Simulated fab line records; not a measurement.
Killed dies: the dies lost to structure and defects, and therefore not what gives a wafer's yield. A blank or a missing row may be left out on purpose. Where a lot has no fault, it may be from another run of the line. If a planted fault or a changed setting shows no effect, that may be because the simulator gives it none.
fab line records	flow n5_finfet
[record] lots = 7	wafers = 39
route steps=1938 shown PMOS_HMC_CHANNEL_EPI@68 STI_FIN_REVEAL@190 SD_EPI_N@269 HKMG_FIN@448 MOL_CONTACT_COAG@559 BEOL_M1@753 BEOL_M2@844 BEOL_M3@981 BEOL_M6@1236 BEOL_M8@1368 BEOL_M10@1527 BEOL_M12@1639 BEOL_M15@1809 PASSIVATION@1928
start_h: the number of hours between the record's first day and the start of the first shown wafer of the lot	wait_h: hours since the lot's step before	" as in the row above	L1.1+2: a row that stands for several wafers	- no value, or no start given	* or withheld: withheld	< > ~ a bound
route shown NAME@n: a module of which the file shows steps, and the number in the route of the first	usual: mean/standard deviation taken from wafers without a fault	same: alike in all rows	chamber/n: place in a boat	sites: readings site by site	_std_site: standard deviation of those values	_edge_site: inner sites' mean taken away from outer sites' mean	radius_mm: how far each site lies from the wafer's centre	mask NAME#n: copy n	behind: tool/chamber where the wafer was last shaped	hold: cause of the lot's hold/its duration in hours/its outcome	device: the n, p or np transistor that did not switch	end of line: the route-end tests of the same wafers	a step with no rows: only its recipe	killed: not the wafer's yield, but the dies lost to structure and defects at the first sort	map: dies across one wafer; x = killed, . = not, _ = none there
set.NAME: the setting the step ran with; set.NAME@STEP: the setting that earlier step ran with	model.NAME: the simulator's own value behind a step, which no gauge read
one table per step and one row per wafer, for lots whose settings were changed on purpose
[[steps]]
[step N5_PMOS_HMC_CHANNEL_EPI_DESCUM_14]
[recipe] chemistry = O2	time_s = 7.9	source_power_w = 50	bias_power_w = 20	pressure_mtorr = 20	rf_frequency_hz = 2.712e+07	temp_c = 40	resist = CAR-ArF-block	o2_flow_sccm = 225
[step N5_STI_FIN_REVEAL_ETCHBACK_08]
[recipe] chemistry = C4F6/O2	target = SiO2	target_depth_a = 305	time_s = 10.167	ion_energy_ev = 250	pressure_mtorr = 30	source_w = 345	bias_w = 185	Ar_flow_sccm = 300	C4F6_flow_sccm = 10	O2_flow_sccm = 10
[step N5_SD_EPI_N_DEVELOP_08]
[recipe] develop_time_s = 30	developer = TMAH	resist = CAR-ArF-block	dev_temp_c = 23	rinse_liquid = diw	dry = air_spin
[step N5_HKMG_FIN_NWFM_ALD_20]
[recipe] material = TiAlC	target_thk_a = 20	temp_c = 300	ald_precursor_family = TiCl4	ald_co_reactant = TEA	pulse_time_s = 3	purge_time_s = 2	co_reactant_purge_time_s = 2	co_reactant_pulse_time_s = 10	ald_cycles = 7	pressure_torr = 3
[step N5_MOL_CONTACT_COAG_ALD_27]
[recipe] material = SiOC	target_thk_a = 170	temp_c = 400	ald_precursor_family = carbosiloxane	ald_co_reactant = H2-plasma	pulse_time_s = 1.5	time_s = 2720	purge_time_s = 2	co_reactant_purge_time_s = 2	ald_cycles = 340	pressure_torr = 2
[step N5_BEOL_M1_PECVD_72]
[recipe] material = SiO2	target_thk_a = 160	temp_c = 400	precursor = TEOS/O2	pressure_torr = 5.5	rf_w = 450	teos_flow_sccm = 53.8	gas = O2	flow_sccm = 3000	time_s = 18
[step N5_BEOL_M2_HM_DEP_02]
[recipe] material = TiN	target_thk_a = 200	temp_c = 25	chamber_pressure_pa = 0.49996
[step N5_BEOL_M3_ETCH_41]
[recipe] chemistry = CH3F/O2	target = SiCN	target_depth_a = 299	taper_deg = 2	time_s = 52.5	ion_energy_ev = 120	mask_material = TiN	pressure_mtorr = 30	source_w = 395	bias_w = 75	Ar_flow_sccm = 150	CH3F_flow_sccm = 30	O2_flow_sccm = 20
[step N5_BEOL_M6_VIA_ETCH_34]
[recipe] chemistry = C4F6/O2	target = SiCOH_lowk	target_depth_a = 1263	mask_material = SOC	taper_deg = 4	time_s = 50.9	ion_energy_ev = 250	pressure_mtorr = 30	source_w = 345	bias_w = 185	Ar_flow_sccm = 300	C4F6_flow_sccm = 10	O2_flow_sccm = 10
[step N5_BEOL_M8_DESCUM_33]
[recipe] chemistry = O2	time_s = 7	source_power_w = 50	bias_power_w = 20	pressure_mtorr = 20	rf_frequency_hz = 2.712e+07	temp_c = 40	resist = CAR-EUV	o2_flow_sccm = 225
[step N5_BEOL_M10_SPUTTER_48]
[recipe] material = Cu	target_thk_a = 120	temp_c = -20	bias_v = 60	power_w = 26000	chamber_pressure_pa = 0.13	time_s = 2
[step N5_BEOL_M12_TRENCH_ETCH_34]
[recipe] chemistry = C4F8/O2/Ar	target = SiOC	target_depth_a = 3189.5	mask_material = SOC	pressure_mtorr = 30	source_w = 3000	bias_w = 700	Ar_flow_sccm = 400	C4F8_flow_sccm = 15	O2_flow_sccm = 8	he_inner_torr = 15	he_outer_torr = 30	time_s = 125.5	ion_energy_ev = 250
[step N5_BEOL_M15_TRENCH_ETCH_34]
[recipe] chemistry = C4F8/O2/Ar	target = SiO2	target_depth_a = 8729.3	he_inner_torr = 15	he_outer_torr = 30	time_s = 199	ion_energy_ev = 800	pressure_mtorr = 20	source_w = 1905	bias_w = 2040	Ar_flow_sccm = 400	C4F8_flow_sccm = 16	O2_flow_sccm = 12
[step N5_PASSIVATION_DESCUM_46]
[recipe] chemistry = O2	time_s = 7.9	source_power_w = 50	bias_power_w = 20	pressure_mtorr = 20	rf_frequency_hz = 2.712e+07	temp_c = 40	o2_flow_sccm = 225
[step N5_PASSIVATION_PROBE_49]
[usual] defect_limited_yield = 91.4/1.4	killed_at_M4_up = 13/5.3	killed_dies = 102/17	sort_bin_5_function = 5.1/0.98
lot.wafer	tool	chamber	start_h	wait_h	set.time_s@PMOS_HMC_CHANNEL_EPI_DESCUM_14	set.target_depth_a@STI_FIN_REVEAL_ETCHBACK_08	set.develop_time_s@SD_EPI_N_DEVELOP_08	set.co_reactant_pulse_time_s@HKMG_FIN_NWFM_ALD_20	set.time_s@MOL_CONTACT_COAG_ALD_27	set.time_s@BEOL_M1_PECVD_72	set.target_thk_a@BEOL_M2_HM_DEP_02	set.target_depth_a@BEOL_M3_ETCH_41	set.time_s@BEOL_M6_VIA_ETCH_34	set.time_s@BEOL_M8_DESCUM_33	set.time_s@BEOL_M10_SPUTTER_48	set.time_s@BEOL_M12_TRENCH_ETCH_34	set.time_s@BEOL_M15_TRENCH_ETCH_34	set.time_s@PASSIVATION_DESCUM_46	defect_limited_yield[%]	killed_at_M4_up	killed_dies	sort_bin_5_function[%]
L076.1	prober-01	-	305.52	0.0	7.9	244.3	22.65	13.5	1550	18	200	299	50.9	7	1.559	125.5	106.8	7.9	87.1	77	152	4.8
L076.2	prober-01	-	305.57	0.1	6.524	244.3	30	10	2720	18	200	248.3	50.9	8.972	1.559	125.5	199	7.9	91.8	7	97	4.4
L076.3	prober-01	-	305.62	0.1	7.9	305	22.65	10	2720	18	127.9	299	64.92	8.972	1.559	125.5	199	10.83	90.4	13	113	5.4
L076.4	prober-01	-	305.67	0.2	6.524	305	22.65	13.5	2720	25.76	200	248.3	64.92	7	2	125.5	106.8	10.83	86.0	69	165	5.5
L076.5	prober-01	-	305.72	0.2	7.9	305	30	13.5	1550	25.76	127.9	299	50.9	8.972	2	125.5	106.8	10.83	83.6	100	194	6.0
L076.6	prober-01	-	305.77	0.3	6.524	244.3	30	10	1550	25.76	127.9	248.3	64.92	7	2	125.5	199	7.9	89.9	22	119	6.0
L080.1	prober-02	-	320.44	0.0	7.9	305	39.56	13.65	2720	7.31	165.6	299	23.18	3.727	2	51.49	199	10.44	0	1095	1180	96.5
L080.2	prober-02	-	320.49	0.1	7.9	130.1	39.56	10	2720	18	200	420.9	23.18	7	2	125.5	199	7.9	0	1096	1180	97.2
L080.3	prober-02	-	320.54	0.1	7.9	305	30	10	2720	7.31	165.6	420.9	50.9	3.727	2	51.49	199	10.44	45.1	582	648	3.1
L080.4	prober-02	-	320.59	0.2	3.871	130.1	30	13.65	2720	18	165.6	420.9	50.9	7	2	125.5	199	10.44	94.1	12	70	3.9
L080.5	prober-02	-	320.64	0.2	3.871	130.1	39.56	13.65	2720	7.31	200	299	50.9	7	2	51.49	199	7.9	38.7	670	723	3.2
L080.6	prober-02	-	320.69	0.3	3.871	305	30	10	2720	18	200	299	23.18	3.727	2	125.5	199	7.9	0	1113	1180	97.2
L081.1	prober-02	-	340.53	0.0	7.9	414.4	30	7.265	1387	18	200	299	50.9	7	1.341	153	239.9	5.728	89.2	51	128	7.1
L081.2	prober-02	-	340.58	0.1	7.9	305	30	7.265	2720	18	200	225.5	38.61	7	1.341	125.5	199	5.728	27.5	759	855	67.5
L081.3	prober-02	-	340.63	0.1	7.9	414.4	45.74	7.265	1387	18	238.1	299	38.61	8.89	2	153	239.9	5.728	15.1	908	1002	82.0
L081.4	prober-02	-	340.68	0.2	7.9	305	45.74	10	2720	18	238.1	225.5	50.9	8.89	1.341	125.5	199	7.9	87.3	33	150	7.5
L081.5	prober-02	-	340.73	0.2	7.9	414.4	30	10	2720	18	238.1	299	50.9	7	2	125.5	239.9	7.9	92.1	21	93	4.9
L081.6	prober-02	-	340.78	0.3	7.9	305	45.74	10	1387	18	200	225.5	38.61	8.89	2	153	199	7.9	73.8	208	309	22.1
L087.2	prober-01	-	373.97	0.1	7.9	305	30	10	2720	18	200	299	50.9	7	2	125.5	199	7.9	91.7	11	98	4.7
L087.3	prober-01	-	374.02	0.1	7.9	305	30	10	2720	18	200	299	50.9	7	2	125.5	199	7.9	90.9	19	107	5.5
L087.5	prober-01	-	374.12	0.2	7.9	305	30	10	2720	18	200	299	50.9	7	2	125.5	199	7.9	90.8	6	109	5.2
L089.1	prober-02	-	391.82	0.0	5.291	305	43.42	5.055	2089	18	109.8	203	50.9	7	2.458	125.5	167.6	10.26	91.0	15	106	6.0
L089.2	prober-02	-	391.87	0.1	5.291	255.4	30	5.055	2089	18	200	299	31.28	7	2	193.5	167.6	10.26	0	1097	1180	96.4
L089.3	prober-02	-	391.92	0.1	7.9	255.4	43.42	10	2089	24.66	109.8	299	31.28	7	2.458	125.5	199	7.9	0	1086	1180	95.9
L089.4	prober-02	-	391.97	0.2	7.9	305	43.42	5.055	2720	24.66	200	299	50.9	7	2	125.5	199	7.9	90.9	17	107	5.0
L089.5	prober-02	-	392.02	0.2	7.9	255.4	30	10	2720	24.66	109.8	203	31.28	7	2	193.5	167.6	7.9	0	1059	1180	94.6
L089.6	prober-02	-	392.07	0.3	5.291	305	30	10	2720	18	200	203	50.9	7	2.458	193.5	199	10.26	89.6	13	123	6.4
L094.1	prober-01	-	408.97	0.0	7.9	305	30	7.259	3493	18	200	352.1	22.33	7	2	177.7	199	7.9	0	1098	1180	96.9
L094.2	prober-01	-	409.02	0.1	7.9	220	30	10	3493	18	200	352.1	50.9	7	2	177.7	241.9	7.9	90.3	9	115	5.3
L094.3	prober-01	-	409.07	0.1	7.9	305	30	7.259	2720	18	200	299	22.33	7	2	125.5	241.9	7.9	0	1075	1180	95.9
L094.4	prober-01	-	409.12	0.2	7.9	305	22.88	10	3493	18	200	299	22.33	7	2	125.5	199	7.9	0	1063	1180	95.3
L094.5	prober-01	-	409.17	0.2	7.9	220	22.88	10	2720	18	200	352.1	50.9	7	2	125.5	241.9	7.9	90.4	20	113	6.1
L094.6	prober-01	-	409.22	0.3	7.9	220	22.88	7.259	2720	18	200	299	50.9	7	2	177.7	199	7.9	90.9	18	107	5.1
L095.1	prober-02	-	411.20	0.0	7.9	415.5	46.76	10	2720	18	200	299	50.9	4.898	2.371	80.68	199	5.91	91.2	16	104	4.2
L095.2	prober-02	-	411.25	0.1	11.52	415.5	30	10	3347	25.07	200	228.2	50.9	7	2.371	125.5	199	7.9	91.4	8	101	5.3
L095.3	prober-02	-	411.30	0.1	11.52	305	46.76	10	3347	18	200	299	50.9	7	2	125.5	199	5.91	91.9	15	95	4.6
L095.4	prober-02	-	411.35	0.2	7.9	305	30	8.342	3347	18	200	228.2	50.9	4.898	2	125.5	199	7.9	91.0	16	106	6.4
L095.5	prober-02	-	411.40	0.2	11.52	415.5	46.76	8.342	2720	25.07	200	228.2	50.9	7	2	80.68	199	5.91	92.9	16	84	3.5
L095.6	prober-02	-	411.45	0.3	7.9	305	30	8.342	2720	25.07	200	299	50.9	4.898	2.371	80.68	199	7.9	89.0	23	130	6.3
// killed by level:class
L076.1 BEOL_M15:area_ecd=55 MOL_CONTACT_COAG:geometric_particle:open=11 FIN_SAQP:geometric_particle:open=10 BEOL_M3:geometric_particle:open=9 BEOL_M10:interface_void_opened=9 FIN_SAQP:geometric_particle:short=6 BEOL_M1:geometric_particle:open=5 STARTING-WAFER:geometric_particle:short=4
L076.2 MOL_CONTACT_COAG:geometric_particle:open=18 BEOL_M3:geometric_particle:open=11 FIN_SAQP:geometric_particle:open=8 MIM_TOP:geometric_particle:short=5 FIN_SAQP:geometric_particle:short=4 STI_FIN_REVEAL:geometric_particle:open=4 BEOL_M0_SAQP:geometric_particle:short=4 BEOL_M0:geometric_particle:open=4
L076.3 FIN_SAQP:geometric_particle:open=19 FIN_SAQP:geometric_particle:short=13 MOL_CONTACT_COAG:geometric_particle:open=13 MOL_CONTACT_COAG:geometric_particle:short=9 BEOL_M3:geometric_particle:open=6 BEOL_M4:geometric_particle:open=6 STARTING-WAFER:geometric_particle:open=6 BEOL_M0_SAQP:geometric_particle:short=4
L076.4 BEOL_M15:area_ecd=56 FIN_SAQP:geometric_particle:open=20 MOL_CONTACT_COAG:geometric_particle:open=16 BEOL_M1:geometric_particle:open=9 FIN_SAQP:geometric_particle:short=8 BEOL_M2:geometric_particle:open=7 BEOL_M3:geometric_particle:open=5 BEOL_M4:geometric_particle:open=5
L076.5 BEOL_M15:area_ecd=90 MOL_CONTACT_COAG:geometric_particle:open=22 FIN_SAQP:geometric_particle:open=10 STI_FIN_REVEAL:geometric_particle:open=9 BEOL_M0_SAQP:geometric_particle:short=7 MOL_CONTACT_COAG:geometric_particle:short=6 BEOL_M4:geometric_particle:open=6 BEOL_M0_SAQP:geometric_particle:open=5
L076.6 MOL_CONTACT_COAG:geometric_particle:open=24 MOL_CONTACT_COAG:geometric_particle:short=9 BEOL_M1:geometric_particle:open=9 BEOL_M4:geometric_particle:open=9 FIN_SAQP:geometric_particle:open=8 STI_FIN_REVEAL:geometric_particle:open=5 GATE_CUT:geometric_particle:short=5 BEOL_M1:geometric_particle:short=4
L080.1 BEOL_M6:area_etch=1069 BEOL_M4:geometric_particle:open=18 BEOL_M0_SAQP:geometric_particle:open=13 MOL_CONTACT_COAG:geometric_particle:open=12 STI_FIN_REVEAL:geometric_particle:open=9 BEOL_M1:geometric_particle:open=7 BEOL_M3:geometric_particle:open=6 MOL_CONTACT_COAG:geometric_particle:short=5
L080.2 BEOL_M6:area_etch=1081 MOL_CONTACT_COAG:geometric_particle:open=16 BEOL_M0_SAQP:geometric_particle:short=12 GATE_CUT:geometric_particle:short=8 BEOL_M0_SAQP:geometric_particle:open=8 BEOL_M4:geometric_particle:open=7 BEOL_M3:geometric_particle:open=5 BEOL_M2:geometric_particle:open=5
L080.3 BEOL_M12:area_ecd=571 MOL_CONTACT_COAG:geometric_particle:open=16 FIN_SAQP:geometric_particle:short=8 FIN_SAQP:geometric_particle:open=6 BEOL_M4:geometric_particle:open=6 BEOL_M1:geometric_particle:open=5 MOL_CONTACT_COAG:geometric_particle:short=4 BEOL_M0_SAQP:geometric_particle:short=4
L080.4 MOL_CONTACT_COAG:geometric_particle:open=9 FIN_SAQP:geometric_particle:open=8 BEOL_M4:geometric_particle:open=7 MOL_CONTACT_COAG:geometric_particle:short=6 BEOL_M1:geometric_particle:open=5 GATE_CUT:geometric_particle:short=4 BEOL_M0_SAQP:geometric_particle:open=4 BEOL_M3:geometric_particle:open=3
L080.5 BEOL_M12:area_ecd=659 MOL_CONTACT_COAG:geometric_particle:open=6 GATE_CUT:geometric_particle:open=5 BEOL_M4:geometric_particle:open=5 GATE_CUT:geometric_particle:short=4 BEOL_M1:geometric_particle:open=4 MOL_CONTACT_COAG:geometric_particle:short=3 BEOL_M0_SAQP:geometric_particle:open=3
L080.6 BEOL_M6:area_etch=1095 MOL_CONTACT_COAG:geometric_particle:open=15 BEOL_M4:geometric_particle:short=7 BEOL_M1:geometric_particle:open=6 BEOL_M4:geometric_particle:open=6 GATE_CUT:geometric_particle:short=5 BEOL_M5:geometric_particle:open=5 FIN_SAQP:geometric_particle:short=4
L081.1 BEOL_M10:interface_void_opened=29 BEOL_M2:geometric_particle:open=10 BEOL_M4:geometric_particle:open=10 FIN_SAQP:geometric_particle:short=9 STI_FIN_REVEAL:geometric_particle:open=9 MOL_CONTACT_COAG:geometric_particle:open=9 BEOL_M0_SAQP:geometric_particle:open=8 FIN_SAQP:geometric_particle:open=5
L081.2 BEOL_M6:area_etch=725 BEOL_M10:interface_void_opened=20 STI_FIN_REVEAL:geometric_particle:open=17 MOL_CONTACT_COAG:geometric_particle:open=14 FIN_SAQP:geometric_particle:open=12 BEOL_M0_SAQP:geometric_particle:open=9 BEOL_M0_SAQP:geometric_particle:short=8 FIN_SAQP:geometric_particle:short=6
L081.3 BEOL_M6:area_etch=901 BEOL_M0_SAQP:geometric_particle:open=14 STI_FIN_REVEAL:geometric_particle:open=9 BEOL_M1:geometric_particle:open=8 BEOL_M3:geometric_particle:open=8 GATE_CUT:geometric_particle:short=7 BEOL_M0_SAQP:geometric_particle:short=7 FIN_SAQP:geometric_particle:open=6
L081.4 BEOL_M10:interface_void_opened=16 MOL_CONTACT_COAG:geometric_particle:open=15 BEOL_M2:geometric_particle:open=14 STI_FIN_REVEAL:geometric_particle:open=12 FIN_SAQP:geometric_particle:short=10 FIN_SAQP:geometric_particle:open=10 BEOL_M0_SAQP:geometric_particle:short=9 BEOL_M0_SAQP:geometric_particle:open=9
L081.5 BEOL_M2:geometric_particle:open=12 BEOL_M4:geometric_particle:open=11 BEOL_M0_SAQP:geometric_particle:short=8 FIN_SAQP:geometric_particle:short=7 MOL_CONTACT_COAG:geometric_particle:open=5 BEOL_M0_SAQP:geometric_particle:open=5 BEOL_M3:geometric_particle:open=5 DUMMY_GATE:geometric_particle:open=3
L081.6 BEOL_M6:area_etch=187 BEOL_M0_SAQP:geometric_particle:short=14 BEOL_M4:geometric_particle:open=12 BEOL_M2:geometric_particle:open=10 MOL_CONTACT_COAG:geometric_particle:open=9 BEOL_M0_SAQP:geometric_particle:open=9 FIN_SAQP:geometric_particle:open=7 FIN_SAQP:geometric_particle:short=6
L087.2 FIN_SAQP:geometric_particle:short=23 FIN_SAQP:geometric_particle:open=16 BEOL_M3:geometric_particle:open=9 STI_FIN_REVEAL:geometric_particle:open=6 MOL_CONTACT_COAG:geometric_particle:open=6 BEOL_M1:geometric_particle:open=4 BEOL_M4:geometric_particle:open=4 MOL_CONTACT_COAG:geometric_particle:short=3
L087.3 FIN_SAQP:geometric_particle:open=15 BEOL_M3:geometric_particle:open=12 MOL_CONTACT_COAG:geometric_particle:open=12 BEOL_M4:geometric_particle:open=8 BEOL_M2:geometric_particle:open=6 FIN_SAQP:geometric_particle:short=4 BEOL_M0_SAQP:geometric_particle:open=4 BEOL_M1:geometric_particle:open=4
L087.5 FIN_SAQP:geometric_particle:open=21 MOL_CONTACT_COAG:geometric_particle:open=18 BEOL_M3:geometric_particle:open=9 FIN_SAQP:geometric_particle:short=8 BEOL_M1:geometric_particle:open=5 DUMMY_GATE:geometric_particle:open=4 BEOL_M0_SAQP:geometric_particle:open=4 BEOL_M0_SAQP:geometric_particle:short=4
L089.1 BEOL_M3:geometric_particle:open=11 FIN_SAQP:geometric_particle:open=10 STI_FIN_REVEAL:geometric_particle:open=9 MOL_CONTACT_COAG:geometric_particle:open=8 FIN_SAQP:geometric_particle:short=7 BEOL_M0_SAQP:geometric_particle:open=7 BEOL_M0_SAQP:geometric_particle:short=7 STI_FIN_REVEAL:geometric_particle:short=5
L089.2 BEOL_M6:area_etch=1083 BEOL_M3:geometric_particle:open=10 MOL_CONTACT_COAG:geometric_particle:open=9 STI_FIN_REVEAL:geometric_particle:open=8 BEOL_M0_SAQP:geometric_particle:open=7 BEOL_M2:geometric_particle:open=6 FIN_SAQP:geometric_particle:open=5 DUMMY_GATE:geometric_particle:open=5
L089.3 BEOL_M6:area_etch=1066 FIN_SAQP:geometric_particle:open=11 MOL_CONTACT_COAG:geometric_particle:open=11 STI_FIN_REVEAL:geometric_particle:open=9 BEOL_M0_SAQP:geometric_particle:open=8 BEOL_M2:geometric_particle:open=6 FIN_SAQP:geometric_particle:short=5 BEOL_M0_SAQP:geometric_particle:short=5
L089.4 STI_FIN_REVEAL:geometric_particle:open=18 MOL_CONTACT_COAG:geometric_particle:open=10 BEOL_M0_SAQP:geometric_particle:open=10 FIN_SAQP:geometric_particle:open=9 BEOL_M0_SAQP:geometric_particle:short=8 BEOL_M4:geometric_particle:open=6 BEOL_M3:geometric_particle:open=5 STARTING-WAFER:geometric_particle:short=5
L089.5 BEOL_M6:area_etch=1042 BEOL_M0_SAQP:geometric_particle:short=13 BEOL_M1:geometric_particle:open=13 BEOL_M3:geometric_particle:open=9 MOL_CONTACT_COAG:geometric_particle:open=8 BEOL_M0_SAQP:geometric_particle:open=8 FIN_SAQP:geometric_particle:short=7 STARTING-WAFER:geometric_particle:open=7
L089.6 BEOL_M3:geometric_particle:open=14 STI_FIN_REVEAL:geometric_particle:open=12 BEOL_M0_SAQP:geometric_particle:open=12 BEOL_M0_SAQP:geometric_particle:short=10 MOL_CONTACT_COAG:geometric_particle:open=7 FIN_SAQP:geometric_particle:open=6 FIN_SAQP:geometric_particle:short=6 GATE_CUT:geometric_particle:short=6
L094.1 BEOL_M6:area_etch=1089 MOL_CONTACT_COAG:geometric_particle:open=17 STI_FIN_REVEAL:geometric_particle:open=9 BEOL_M0_SAQP:geometric_particle:open=9 BEOL_M0_SAQP:geometric_particle:short=6 PASS1_CAP:geometric_particle:open=6 BEOL_M1:geometric_particle:open=5 BEOL_M2:geometric_particle:open=4
L094.2 BEOL_M2:geometric_particle:open=14 MOL_CONTACT_COAG:geometric_particle:open=12 BEOL_M1:geometric_particle:open=12 STI_FIN_REVEAL:geometric_particle:open=11 BEOL_M0_SAQP:geometric_particle:open=10 BEOL_M0_SAQP:geometric_particle:short=8 DUMMY_GATE:geometric_particle:open=5 BEOL_M3:geometric_particle:open=4
L094.3 BEOL_M6:area_etch=1065 MOL_CONTACT_COAG:geometric_particle:open=31 BEOL_M0_SAQP:geometric_particle:short=8 BEOL_M1:geometric_particle:open=8 BEOL_M3:geometric_particle:open=8 GATE_CUT:geometric_particle:short=6 BEOL_M0_SAQP:geometric_particle:open=5 STI_FIN_REVEAL:geometric_particle:open=4
L094.4 BEOL_M6:area_etch=1054 STI_FIN_REVEAL:geometric_particle:open=19 MOL_CONTACT_COAG:geometric_particle:open=19 BEOL_M0_SAQP:geometric_particle:short=9 BEOL_M1:geometric_particle:open=9 BEOL_M4:geometric_particle:open=7 BEOL_M0_SAQP:geometric_particle:open=6 BEOL_M2:geometric_particle:open=6
L094.5 MOL_CONTACT_COAG:geometric_particle:open=17 BEOL_M4:geometric_particle:open=11 BEOL_M0_SAQP:geometric_particle:short=9 BEOL_M1:geometric_particle:open=9 BEOL_M2:geometric_particle:open=8 BEOL_M0_SAQP:geometric_particle:open=7 BEOL_M3:geometric_particle:open=6 STI_FIN_REVEAL:geometric_particle:open=5
L094.6 MOL_CONTACT_COAG:geometric_particle:open=25 BEOL_M0_SAQP:geometric_particle:open=11 BEOL_M2:geometric_particle:open=10 BEOL_M4:geometric_particle:open=10 MOL_CONTACT_COAG:geometric_particle:short=5 FIN_SAQP:geometric_particle:open=3 DUMMY_GATE:geometric_particle:short=3 ILD0:geometric_particle:open=3
L095.1 FIN_SAQP:geometric_particle:open=16 FIN_SAQP:geometric_particle:short=11 MOL_CONTACT_COAG:geometric_particle:open=9 DUMMY_GATE:geometric_particle:open=8 BEOL_M12:area_ecd=8 BEOL_M1:geometric_particle:open=6 BEOL_M0_SAQP:geometric_particle:short=5 STI_FIN_REVEAL:geometric_particle:open=4
L095.2 BEOL_M1:geometric_particle:open=16 MOL_CONTACT_COAG:geometric_particle:open=12 FIN_SAQP:geometric_particle:short=11 FIN_SAQP:geometric_particle:open=8 STI_FIN_REVEAL:geometric_particle:open=7 STI_FIN_REVEAL:geometric_particle:short=5 PASS1_CAP:geometric_particle:short=5 BEOL_M1:geometric_particle:short=4
L095.3 BEOL_M1:geometric_particle:open=11 FIN_SAQP:geometric_particle:short=9 BEOL_M2:geometric_particle:open=9 MOL_CONTACT_COAG:geometric_particle:open=8 BEOL_M4:geometric_particle:open=7 FIN_SAQP:geometric_particle:open=6 BEOL_M0_SAQP:geometric_particle:open=6 MOL_CONTACT_COAG:geometric_particle:short=5
L095.4 FIN_SAQP:geometric_particle:open=12 FIN_SAQP:geometric_particle:short=11 MOL_CONTACT_COAG:geometric_particle:open=9 BEOL_M4:geometric_particle:open=9 STI_FIN_REVEAL:geometric_particle:open=8 BEOL_M1:geometric_particle:open=8 BEOL_M0_SAQP:geometric_particle:open=7 DUMMY_GATE:geometric_particle:open=5
L095.5 STI_FIN_REVEAL:geometric_particle:open=10 BEOL_M3:geometric_particle:short=9 BEOL_M1:geometric_particle:open=7 MOL_CONTACT_COAG:geometric_particle:open=6 BEOL_M2:geometric_particle:open=6 BEOL_M3:geometric_particle:open=6 BEOL_M12:area_ecd=6 FIN_SAQP:geometric_particle:short=4
L095.6 FIN_SAQP:geometric_particle:open=17 BEOL_M2:geometric_particle:open=12 BEOL_M0_SAQP:geometric_particle:short=10 BEOL_M1:geometric_particle:open=9 STI_FIN_REVEAL:geometric_particle:open=8 MOL_CONTACT_COAG:geometric_particle:open=7 BEOL_M12:area_ecd=7 FIN_SAQP:geometric_particle:short=6
[[key]]
[split] step = N5_PMOS_HMC_CHANNEL_EPI_DESCUM_14	setting = time_s	stated_as = 7.9
response none clear
[split] step = N5_STI_FIN_REVEAL_ETCHBACK_08	setting = target_depth_a	stated_as = 305
response none clear
[split] step = N5_SD_EPI_N_DEVELOP_08	setting = develop_time_s	stated_as = 30
response none clear
[split] step = N5_HKMG_FIN_NWFM_ALD_20	setting = co_reactant_pulse_time_s	stated_as = 10
response none clear
[split] step = N5_MOL_CONTACT_COAG_ALD_27	setting = time_s	stated_as = 2720
response none clear
[split] step = N5_BEOL_M1_PECVD_72	setting = time_s	stated_as = 18
response none clear
[split] step = N5_BEOL_M2_HM_DEP_02	setting = target_thk_a	stated_as = 200
response none clear
[split] step = N5_BEOL_M3_ETCH_41	setting = target_depth_a	stated_as = 299
response none clear
[split] step = N5_BEOL_M6_VIA_ETCH_34	setting = time_s	stated_as = 50.9
[response] step = N5_PASSIVATION_PROBE_49	reading = sort_bin_5_function	slope = -1.66	per = 1%	together_with = all	explained = 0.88
[response] step = N5_PASSIVATION_PROBE_49	reading = killed_dies	slope = -17.2	per = 1%	together_with = all	explained = 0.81
[response] step = N5_PASSIVATION_PROBE_49	reading = defect_limited_yield	slope = +1.45	per = 1%	together_with = all	explained = 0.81
[response] step = N5_PASSIVATION_PROBE_49	reading = killed_at_M4_up	slope = -16.9	per = 1%	together_with = all	explained = 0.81
[split] step = N5_BEOL_M8_DESCUM_33	setting = time_s	stated_as = 7
response none clear
[split] step = N5_BEOL_M10_SPUTTER_48	setting = time_s	stated_as = 2
response none clear
[split] step = N5_BEOL_M12_TRENCH_ETCH_34	setting = time_s	stated_as = 125.5
response none clear
[split] step = N5_BEOL_M15_TRENCH_ETCH_34	setting = time_s	stated_as = 199
response none clear
[split] step = N5_PASSIVATION_DESCUM_46	setting = time_s	stated_as = 7.9
response none clear
